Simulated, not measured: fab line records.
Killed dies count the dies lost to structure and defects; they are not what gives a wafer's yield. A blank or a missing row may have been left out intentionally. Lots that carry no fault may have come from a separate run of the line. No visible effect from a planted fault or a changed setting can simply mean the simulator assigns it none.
2 desks, one fault :: flow nandHarc :: each desk has only its own numbers; what lay behind them comes last

AT THE TOOL OWNER'S DESK: pecvdOnon-03
The tool's own readings at NHARC_A_ONON_D1_DEP_25 (target thk 1000 nm): means of the sampled wafers that have a number, for each lot that ran on this tool. A lot is out of limits, marked OUT, if its mean lies more than 4 standard deviations from the usual mean; the brackets give that distance.
Columns: A = nh3FlowSccm at NHARC_A_ONON_D1_DEP_25, usual 499.8 sccm
lot: L932
first seen here: day 8 01:23
A: 499.4

lot: L940
first seen here: day 10 08:45
A: 499.4

lot: L944
first seen here: day 11 06:31
A: 501.7
This desk's verdict: no lot among the 3 shows anything out of limits.

THE METROLOGY DESK
Lot by lot, what the gauges showed, no matter which tool ran the lot: averages of those sampled wafers that carry a number. A lot is out of limits, marked OUT, if its mean lies more than 4 standard deviations from the usual mean; the brackets give that distance.
Columns: A = thkNm at NHARC_A_ONON_D1_THK_MEAS_14, usual 999 nm; B = thkNm at NHARC_A_ONON_D1_THK_MEAS_21, usual 997 nm; C = thkNm at NHARC_A_ONON_D1_THK_MEAS_27, usual 1001 nm
lot: L930
first seen here: day 7 06:37
A: 1000
B: 1000
C: 1019

lot: L931
first seen here: day 7 17:05
A: 994
B: 992
C: 1000

lot: L932
first seen here: day 7 17:05
A: 1000
B: 1001
C: 1008

lot: L940
first seen here: day 10 00:22
A: 996
B: 975
C: 610 (-36) OUT

lot: L944
first seen here: day 10 20:31
A: 992
B: 995
C: 631 (-34) OUT

lot: L945
first seen here: day 11 06:37
A: 982
B: 991
C: 1003

lot: L948
first seen here: day 11 22:52
A: 992
B: 1012
C: 1009

lot: L947
first seen here: day 11 22:53
A: 1007
B: 1013
C: 992

lot: L949
first seen here: day 12 03:55
A: 1000
B: 1003
C: 1012

lot: L953
first seen here: day 12 22:46
A: 1000
B: 994
C: 999

lot: L952
first seen here: day 12 22:56
A: 1002
B: 994
C: 987
This desk's finding: out of limits on L940, L944; first on L940, day 10 09:09 (thkNm at NHARC_A_ONON_D1_THK_MEAS_27). L930, L931, L932, L945, L948, L947, L949, L953, L952 stayed within limits.

ALL TOGETHER
The metrology desk could have raised an alarm at day 10 09:09, on L940, L944.
The tool owner's desk saw nothing out of limits.
On record at the tool owner's desk: L940, L944, within its limits.
Of the lots named, all ran NHARC_A_ONON_D1_DEP_25 on pecvdOnon-03.

WHAT THE SIMULATOR PUT IN
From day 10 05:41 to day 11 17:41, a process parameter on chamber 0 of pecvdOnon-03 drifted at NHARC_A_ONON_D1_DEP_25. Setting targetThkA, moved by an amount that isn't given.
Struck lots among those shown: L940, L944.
Per desk, hours elapsed from the start of the fault to the first reading out of limits: for the metrology desk, 3.
